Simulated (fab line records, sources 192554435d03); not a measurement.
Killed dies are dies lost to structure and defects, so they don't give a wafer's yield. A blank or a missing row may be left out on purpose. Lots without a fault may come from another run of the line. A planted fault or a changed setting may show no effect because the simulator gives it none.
fab line records | flow n5_finfet | part 2 of 2: steps 5 to 6 of 6
record lots=20 wafers=60 last_day=17
route steps=1938 shown WELL_APT@45 PMOS_HMC_CHANNEL_EPI@68 FIN_SAQP@124 FIN_CUT@168
lots that met no fault: from a run of the same line without faults
start_h: hours from the record's first day to the start of the lot's first wafer shown | wait_h: hours since the lot's step before | " the same as in the row above | L1.1+2: a row that stands for several wafers | - no value, or no start given | * or withheld: withheld | < > ~ a bound
route shown NAME@n: a module of which the file shows steps, and the number in the route of the first | usual: mean/standard deviation of fault-free wafers | same: alike in all rows | chamber/n: place in a boat | sites: the reading at each site | _std_site: their standard deviation | _edge_site: outer sites' mean less inner sites' | radius_mm: how far each site lies from the wafer's centre | mask NAME#n: copy n | behind: the tool/chamber that last shaped the wafer | hold: why the lot was held/for how many hours/how that ended | device: the transistor (n, p or np) that didn't switch | end of line: the same wafers' tests at the end of the route | a step without rows: its recipe alone | killed: dies lost to structure and defects at the first sort, not the wafer's yield | map: a wafer's dies, x killed, . not, _ none there
set.NAME: the setting as run; set.NAME@STEP: as run at that earlier step | model.NAME: the simulator's own value behind a step, which no gauge read
steps of the route over a sample of lots; a table a step, a row a wafer
services: from which hour (start_h, from the record's first day; less than 0 if before it) a tool's chamber was out of use, for how many hours, and why
## steps
# step N5_FIN_CUT_ETCH_21
# recipe chemistry=N2/H2 target=SOC target_depth_a=2190 overetch_a=438 mask_material=SiARC temp_c=40 ion_energy_ev=100 bias_w=61 time_s=523.5 pressure_mtorr=30 source_w=850 n2_flow_sccm=200 h2_flow_sccm=200
# usual chamber_pressure_mTorr=29.998/0.029 drypump_motor_current_A=5.8/0.38 oes_product_au=0.70/0.046 rf_vpp_V=240.8/1.1 showerhead_plenum_p_Torr=2.54/0.071 throttle_valve_pct=17.82/0.18
# columns lot.wafer tool chamber start_h wait_h chamber_pressure_mTorr drypump_motor_current_A oes_product_au rf_hours_counter_h rf_vpp_V showerhead_plenum_p_Torr throttle_valve_pct
L075.1 rie_diel-02 1 34.46 0.0 29.987 6.0 0.76 68 240.1 2.47 18.10
L075.3 " 2 " " 30.010 6.3 0.70 129 243.1 2.66 17.86
L075.5 " 3 " " 29.922 5.9 0.69 - 241.1 2.53 17.67
L076.1 rie_diel-05 3 39.20 0.0 30.023 6.1 0.77 54 240.5 2.46 17.46
L076.4 " 3 " " 29.987 6.1 0.77 - 239.4 2.46 17.47
L076.6 " 2 " " 29.993 5.3 0.70 - 242.9 2.67 17.69
L077.2 rie_diel-02 0 45.33 0.0 30.044 5.8 0.71 165 240.4 2.53 17.92
L077.5 " 1 " " 30.017 6.0 0.76 - 240.8 2.47 18.09
L077.6 " 0 " " 29.968 5.8 0.70 - 238.9 2.53 17.93
L078.1 rie_diel-05 0 51.21 0.0 30.081 6.1 0.83 23 242.2 2.58 17.79
L078.2 " 2 " " 30.029 5.3 0.70 146 242.1 2.67 17.68
L078.4 " 1 " " 29.932 6.3 0.66 195 242.2 2.64 17.78
L079.1 rie_diel-02 1 55.97 0.0 30.059 6.0 0.75 74 239.4 2.47 18.10
L079.2 " 3 " " 30.000 5.8 0.69 191 240.6 2.52 17.66
L079.5 " 1 " " 29.992 6.0 0.75 - 239.9 2.47 18.11
L080.2 rie_diel-05 1 63.62 0.0 29.991 6.3 0.66 199 240.2 2.64 17.80
L080.3 " 0 " " 29.969 6.1 0.81 27 241.7 2.58 17.81
L080.4 " 3 " " 30.014 6.1 0.76 63 239.4 2.45 17.49
L081.2 rie_diel-02 1 68.44 0.0 29.998 6.1 0.74 78 240.8 2.47 18.12
L081.4 " 0 " " 29.983 5.8 0.69 171 242.0 2.53 17.91
L081.5 " 3 " " 30.010 5.8 0.69 - 242.0 2.52 17.68
L082.1 rie_diel-04 3 74.77 0.0 29.977 5.3 0.66 217 240.9 2.51 17.49
L082.3 " 2 " " 30.030 6.2 0.71 127 242.1 2.54 17.87
L082.6 " 3 " " 29.978 5.3 0.66 - 241.3 2.51 17.50
L084.2 rie_diel-04 2 88.21 0.0 30.025 6.2 0.69 133 242.3 2.54 17.89
L084.5 " 3 " " 30.036 5.3 0.66 - 241.0 2.51 17.52
L084.6 " 2 " " 29.988 6.2 0.70 - 241.6 2.54 17.90
L085.1 rie_diel-04 1 95.06 0.0 29.971 5.2 0.86 12 241.6 2.60 17.70
L085.4 " 3 " " 30.012 5.3 0.65 226 241.6 2.51 17.50
L085.5 " 1 " " 30.038 5.2 0.86 - 241.7 2.60 17.73
L086.2 rie_diel-02 3 100.99 0.0 29.999 5.8 0.68 203 241.0 2.52 17.71
L086.4 " 2 " " 29.942 6.3 0.69 148 242.0 2.65 17.88
L086.6 " 3 " " 30.012 5.8 0.67 - 239.6 2.52 17.68
L087.1 rie_diel-02 1 104.93 0.0 29.964 6.0 0.74 88 240.5 2.47 18.14
L087.3 " 0 " " 30.009 5.7 0.70 181 240.9 2.52 17.96
L087.5 " 1 " " 30.012 6.0 0.73 - 239.8 2.47 18.13
L088.1 rie_diel-02 0 113.14 0.0 30.019 5.8 0.69 185 240.7 2.52 17.95
L088.2 " 1 " " 29.991 6.0 0.73 92 240.2 2.47 18.15
L088.4 " 0 " " 30.002 5.8 0.69 - 240.6 2.52 17.96
L089.2 rie_diel-04 2 118.17 0.0 30.012 6.2 0.69 143 241.3 2.54 17.91
L089.3 " 3 " " 29.981 5.3 0.65 230 240.7 2.50 17.53
L089.5 " 1 " " 29.941 5.2 0.84 - 240.6 2.60 17.72
L090.2 rie_diel-04 0 123.65 0.0 29.967 5.2 0.67 177 238.7 2.43 17.85
L090.3 " 1 " " 29.959 5.2 0.84 21 239.4 2.60 17.72
L090.4 " 3 " " 29.986 5.3 0.65 231 239.9 2.50 17.51
L091.3 rie_diel-02 3 128.57 0.0 29.974 5.8 0.66 214 241.1 2.51 17.73
L091.4 " 1 " " 30.011 6.0 0.73 97 239.4 2.46 18.15
L091.6 " 0 " " 30.003 5.8 0.68 - 240.7 2.52 17.97
L092.1 rie_diel-04 2 134.92 0.0 29.986 6.2 0.69 148 240.5 2.53 17.92
L092.2 " 1 " " 29.998 5.3 0.83 25 241.9 2.60 17.73
L092.5 " 3 " " 30.025 5.3 0.65 - 240.2 2.50 17.51
L093.4 rie_diel-02 3 142.44 0.0 30.031 5.9 0.66 217 241.9 2.51 17.73
L093.5 " 2 " " 30.036 6.3 0.68 - 242.7 2.64 17.91
L093.6 " 3 " " 30.012 5.9 0.66 - 241.5 2.51 17.72
L095.1 rie_diel-02 3 153.30 0.0 29.969 5.9 0.66 219 240.5 2.51 17.72
L095.4 " 2 " " 30.023 6.3 0.68 161 242.7 2.64 17.92
L095.5 " 3 " " 29.954 5.9 0.67 - 241.1 2.51 17.74
L097.1 rie_diel-05 0 164.69 0.0 30.022 6.1 0.77 61 240.2 2.57 17.87
L097.3 " 3 " " 29.988 6.1 0.74 94 238.8 2.44 17.54
L097.5 " 2 " " 29.974 5.3 0.67 - 241.1 2.65 17.75
# step N5_FIN_CUT_CUT_ETCH_26
# recipe chemistry=CH3F/O2 target=SiNx target_depth_a=390 mask_material=SOC time_s=55.7 pressure_mtorr=30 source_w=395 bias_w=73 Ar_flow_sccm=150 CH3F_flow_sccm=30 O2_flow_sccm=20 ion_energy_ev=120
# usual chamber_pressure_mTorr=30.008/0.028 drypump_motor_current_A=5.8/0.38 mfc_ar_sccm=150.1/0.49 oes_product_au=0.76/0.054 rf_vpp_V=297/3.8 showerhead_plenum_p_Torr=2.00/0.052 throttle_valve_pct=16.41/0.15
# columns lot.wafer tool chamber start_h wait_h chamber_pressure_mTorr drypump_motor_current_A mfc_ar_sccm oes_product_au rf_hours_counter_h rf_vpp_V showerhead_plenum_p_Torr throttle_valve_pct
L075.1 rie_diel-02 1 34.80 0.0 30.010 6.0 149.3 0.83 68 297 1.95 16.57
L075.3 " 2 " " 30.002 6.3 150.6 0.76 130 299 2.09 16.40
L075.5 " 3 " " 30.078 5.8 151.2 0.74 - 294 2.00 16.20
L076.1 rie_diel-05 3 39.54 0.0 29.970 6.1 150.3 0.86 54 295 1.95 16.25
L076.4 " 3 " " 30.008 6.1 150.5 0.85 - 294 1.95 16.25
L076.6 " 2 " " 29.989 5.3 149.7 0.76 - 292 2.09 16.21
L077.2 rie_diel-02 0 45.67 0.0 30.037 5.7 150.9 0.76 165 300 2.00 16.53
L077.5 " 1 " " 29.983 6.0 150.0 0.82 - 298 1.94 16.57
L077.6 " 0 " " 29.990 5.8 150.0 0.76 - 301 2.00 16.53
L078.1 rie_diel-05 0 51.55 0.0 29.995 6.1 150.5 0.90 23 300 2.03 16.33
L078.2 " 2 " " 30.021 5.3 149.8 0.74 147 293 2.09 16.22
L078.4 " 1 " " 30.008 6.3 150.2 0.69 196 290 2.07 16.31
L079.1 rie_diel-02 1 56.32 0.0 29.987 6.0 150.3 0.82 74 299 1.94 16.60
L079.2 " 3 " " 30.018 5.8 149.6 0.74 191 294 2.00 16.21
L079.5 " 1 " " 30.025 6.0 150.1 0.81 - 299 1.94 16.59
L080.2 rie_diel-05 1 63.96 0.0 30.001 6.3 149.8 0.70 199 288 2.07 16.34
L080.3 " 0 " " 30.024 6.1 149.2 0.89 27 300 2.03 16.35
L080.4 " 3 " " 30.030 6.1 150.1 0.84 64 295 1.95 16.27
L081.2 rie_diel-02 1 68.78 0.0 29.973 6.0 149.9 0.82 78 298 1.94 16.58
L081.4 " 0 " " 29.994 5.8 151.0 0.76 171 301 1.99 16.51
L081.5 " 3 " " 30.095 5.9 148.9 0.74 - 295 2.00 16.23
L082.1 rie_diel-04 3 75.11 0.0 30.045 5.3 150.4 0.72 217 302 1.99 16.22
L082.3 " 2 " " 30.014 6.2 150.0 0.76 127 297 2.02 16.62
L082.6 " 3 " " 29.994 5.3 149.7 0.72 - 301 1.99 16.22
L084.2 rie_diel-04 2 88.56 0.0 30.036 6.2 150.4 0.76 133 295 2.02 16.64
L084.5 " 3 " " 29.992 5.3 150.5 0.71 - 301 1.99 16.23
L084.6 " 2 " " 29.986 6.2 149.9 0.76 - 295 2.02 16.63
L085.1 rie_diel-04 1 95.41 0.0 29.965 5.2 149.8 0.94 12 303 2.05 16.30
L085.4 " 3 " " 29.985 5.3 149.5 0.70 226 302 1.99 16.23
L085.5 " 1 " " 29.998 5.2 150.1 0.93 - 303 2.05 16.30
L086.2 rie_diel-02 3 101.33 0.0 29.968 5.8 150.3 0.72 203 294 1.99 16.24
L086.4 " 2 " " 29.997 6.2 149.7 0.74 149 298 2.08 16.43
L086.6 " 3 " " 29.996 5.9 150.1 0.72 - 293 1.99 16.25
L087.1 rie_diel-02 1 105.28 0.0 30.004 6.0 149.5 0.80 89 299 1.94 16.61
L087.3 " 0 " " 30.018 5.8 150.6 0.74 182 302 1.99 16.53
L087.5 " 1 " " 29.992 6.0 149.5 0.79 - 298 1.94 16.62
L088.1 rie_diel-02 0 113.48 0.0 30.016 5.8 150.3 0.74 185 301 1.99 16.55
L088.2 " 1 " " 30.033 6.0 150.2 0.80 92 298 1.94 16.61
L088.4 " 0 " " 30.032 5.8 150.4 0.75 - 301 1.99 16.55
L089.2 rie_diel-04 2 118.51 0.0 29.993 6.2 149.7 0.75 143 297 2.02 16.65
L089.3 " 3 " " 30.020 5.3 150.1 0.70 230 302 1.98 16.22
L089.5 " 1 " " 30.061 5.2 149.3 0.91 - 303 2.05 16.32
L090.2 rie_diel-04 0 124.00 0.0 30.032 5.2 149.3 0.74 177 300 1.91 16.47
L090.3 " 1 " " 30.006 5.2 149.0 0.92 21 303 2.05 16.33
L090.4 " 3 " " 29.995 5.2 149.5 0.70 232 301 1.98 16.24
L091.3 rie_diel-02 3 128.92 0.0 29.987 5.9 150.3 0.72 214 293 1.99 16.27
L091.4 " 1 " " 29.997 6.0 150.1 0.79 97 298 1.94 16.62
L091.6 " 0 " " 29.997 5.7 149.9 0.74 - 303 1.99 16.56
L092.1 rie_diel-04 2 135.27 0.0 30.021 6.2 150.5 0.75 148 295 2.01 16.67
L092.2 " 1 " " 29.985 5.2 149.7 0.91 25 301 2.05 16.34
L092.5 " 3 " " 30.014 5.3 150.2 0.70 - 301 1.98 16.23
L093.4 rie_diel-02 3 142.78 0.0 30.018 5.9 149.2 0.72 217 294 1.99 16.26
L093.5 " 2 " " 30.002 6.2 150.7 0.75 - 298 2.08 16.43
L093.6 " 3 " " 30.024 5.8 150.0 0.72 - 296 1.99 16.27
L095.1 rie_diel-02 3 153.65 0.0 30.012 5.8 150.6 0.71 219 293 1.99 16.28
L095.4 " 2 " " 29.980 6.3 149.8 0.74 161 298 2.08 16.47
L095.5 " 3 " " 30.021 5.8 150.3 0.71 - 294 1.99 16.27
L097.1 rie_diel-05 0 165.03 0.0 30.022 6.1 150.2 0.84 61 298 2.02 16.40
L097.3 " 3 " " 30.033 6.1 149.2 0.80 94 293 1.94 16.33
L097.5 " 2 " " 29.978 5.3 150.7 0.71 - 291 2.07 16.28
## services
# columns tool chamber start_h hours kind
rie_diel-04 1 3.07 86.5 repair
rie_diel-04 3 11.12 5.8 repair
rie_diel-05 2 11.22 13.7 repair
rie_diel-05 1 20.85 5.0 repair
rie_diel-05 0 35.38 14.7 repair
rie_diel-02 - 50.71 2.8 repair
rie_diel-05 1 75.65 12.2 repair
vapor_etch-01 - 78.71 0.2 repair
rie_diel-04 3 102.34 4.6 repair
rie_diel-02 2 104.30 10.3 repair
rie_diel-05 3 106.16 6.8 repair
vapor_etch-01 1 121.53 1.8 repair
rie_diel-05 1 139.32 17.3 repair
rie_diel-02 3 143.02 4.5 repair
rie_diel-04 0 150.47 3.8 repair
rie_diel-02 3 155.23 9.1 repair
